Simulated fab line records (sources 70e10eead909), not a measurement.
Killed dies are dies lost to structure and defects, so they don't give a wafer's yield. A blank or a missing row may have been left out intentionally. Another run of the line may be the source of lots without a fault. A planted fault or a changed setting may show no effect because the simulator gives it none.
The tool behind it: which one?    flow nand-harc    13 lots with 39 wafers sampled at 5 steps, on a route of 1159 steps

== WHAT EACH GAUGE READ, for each wafer ==
NHARC_A_BONDPAD_CD_MEAS_13.
lot   measured      on         cd-nm (nm)
L830  day 18 04:41  cd-sem-01  499.8 500.2 499.4
L828  day 18 13:04  cd-sem-02  498.1 497.5 494.8
L827  day 18 16:38  cd-sem-03  499.4 497.2 496.0
L826  day 19 00:35  cd-sem-02  499.4 497.0 497.2
L829  day 19 00:44  cd-sem-03  496.0 497.4 498.8
L838  day 21 18:00  cd-sem-01  500.7 501.2 500.9
L840  day 22 00:51  cd-sem-02  495.2 499.0 498.7
L842  day 22 03:52  cd-sem-02  499.0 497.3 498.2
L844  day 22 10:10  cd-sem-03  501.4 500.9 499.9
L846  day 22 16:15  cd-sem-02  497.9 497.3 500.9
L845  day 22 16:46  cd-sem-03  499.6 499.4 499.7
L847  day 23 08:31  cd-sem-01  500.1 500.5 498.2
L848  day 23 11:13  cd-sem-03  497.0 497.7 497.9

NHARC_END_SORT_01.
lot   measured      on         killed-at-array  killed-at-other  killed-at-periphery  killed-dies  killed-open  killed-short
L838  day 23 03:10  prober-02  96 102 98        1 0 1            3 1 1                100 103 100  4 5 1        1 0 3
L840  day 23 04:49  prober-01  93 83 97         0 2 2            5 3 2                98 88 101    3 3 5        2 2 1

== WHAT TOOL EACH LOT RAN ON (gives the tool, then ch and the chambers of the sampled wafers, and finally the start) ==
lot   NHARC_A_CONTACT_ETCH_119              NHARC_A_BONDPAD_PVD_17                   NHARC_THIN_TSV_CMP_21
L830  har-cap-etch-01 ch 0,1, day 16 17:35  pvd-sputter-03, day 19 05:10 or earlier  cmp-04 ch 1,2,3, day 19 05:10
L828  har-cap-etch-03 ch 0,1, day 16 22:29  pvd-sputter-02, day 19 11:26 or earlier  cmp-02 ch 1,2,3, day 19 11:26
L827  har-cap-etch-01 ch 0,1, day 17 00:25  pvd-sputter-03, day 19 12:56 or earlier  cmp-02 ch 0,2,3, day 19 12:56
L826  har-cap-etch-03 ch 0,1, day 17 04:20  pvd-sputter-02, day 19 21:14 or earlier  cmp-04 ch 0,3, day 19 21:14
L829  har-cap-etch-01 ch 0,1, day 17 04:49  pvd-sputter-01, day 19 22:28 or earlier  cmp-01 ch 1,2,3, day 19 22:28
L838  har-cap-etch-01 ch 0,1, day 19 21:16  pvd-sputter-03, day 22 17:38 or earlier  cmp-04 ch 0,1,3, day 22 17:38
L840  har-cap-etch-01 ch 0,1, day 20 07:08  pvd-sputter-02, day 22 16:37 or earlier  cmp-01 ch 1,2, day 22 16:37
L842  har-cap-etch-02 ch 0,1, day 20 08:24  pvd-sputter-03, day 23 05:10 or earlier  cmp-01 ch 0,3, day 23 05:10
L844  har-cap-etch-02 ch 0,1, day 20 14:58  pvd-sputter-03, day 23 02:54 or earlier  cmp-04 ch 0,1,3, day 23 02:54
L846  har-cap-etch-02 ch 0,1, day 21 00:20  pvd-sputter-02, day 23 11:35 or earlier  cmp-01 ch 0,2,3, day 23 11:35
L845  har-cap-etch-03 ch 0,1, day 21 00:54  pvd-sputter-02, day 23 17:05 or earlier  cmp-02 ch 0,1,2, day 23 17:05
L847  har-cap-etch-03 ch 0,1, day 21 20:26  pvd-sputter-02, day 24 06:04 or earlier  cmp-04 ch 1,3, day 24 06:04
L848  har-cap-etch-02 ch 0,1, day 22 00:40  pvd-sputter-03, day 24 04:53 or earlier  cmp-02 ch 1,2, day 24 04:53
- NHARC_A_CONTACT_ETCH_119: etches the open film in C4F8/O2/Ar, time 94 s, target depth 922 nm.
- NHARC_A_BONDPAD_PVD_17: deposits TaN, target thk 5 nm, time 8.06 s.
- NHARC_THIN_TSV_CMP_21: polishes, t overpolish 30 s, target thk 2000 nm.

== WHAT THE TOOLS THEMSELVES READ (means of the sampled wafers that have a number; where no wafer has one, the mark that the record gives instead) ==
NHARC_A_BONDPAD_PVD_17.
lot   tool            throttle-valve-pct (%)
L830  pvd-sputter-03  30.0
L828  pvd-sputter-02  30.2
L827  pvd-sputter-03  30.1
L826  pvd-sputter-02  29.9
L829  pvd-sputter-01  30.4
L838  pvd-sputter-03  30.4
L840  pvd-sputter-02  29.9
L842  pvd-sputter-03  29.8
L844  pvd-sputter-03  29.9
L846  pvd-sputter-02  29.9
L845  pvd-sputter-02  30.9
L847  pvd-sputter-02  30.5
L848  pvd-sputter-03  30.4

NHARC_THIN_TSV_CMP_21.
lot   tool    motor-current-A (A)  overpolish-run-s (s)  retaining-ring-pressure-frac
L830  cmp-04  12.2                 29.991                0.999
L828  cmp-02  12.4                 30.001                0.998
L827  cmp-02  12.8                 30.004                1.001
L826  cmp-04  10.8                 30.012                0.999
L829  cmp-01  12.4                 30.001                1.006
L838  cmp-04  11.8                 30.005                1.003
L840  cmp-01  12.5                 29.998                1.001
L842  cmp-01  13.4                 29.994                1.006
L844  cmp-04  12.2                 30.006                1.003
L846  cmp-01  12.3                 29.997                1.002
L845  cmp-02  13.5                 30.001                1.000
L847  cmp-04  12.8                 29.999                0.998
L848  cmp-02  12.4                 30.009                1.003

== THE ANSWER, worked out from the rows above alone ==
Rule: the usual values come from the lots themselves. The widest of any qualifying gaps counts: lots, ordered by their means at a reading, are off when they make up no more than a third of the lots, leave a main group of 4 or more, and stand apart from it by 3 or more times the standard deviation of that group's means. If all means in a main group match to the digits the tables above print for the reading, that group is not used. A lot without any number at a reading at which 4 lots or more have one is off too. The other lots that the step has rows for count as sound. The gauges are gone through in route order, then the tools' own readings, and for those a lot's mean is taken as printed above. The first step at which some lot is off is used, and at that step the reading that is off furthest; a lot without a number counts as furthest.
Across all readings shown, no lot is off: no conclusion can be drawn from this.

== WHAT HAD BEEN PUT IN BY THE SIMULATOR ==
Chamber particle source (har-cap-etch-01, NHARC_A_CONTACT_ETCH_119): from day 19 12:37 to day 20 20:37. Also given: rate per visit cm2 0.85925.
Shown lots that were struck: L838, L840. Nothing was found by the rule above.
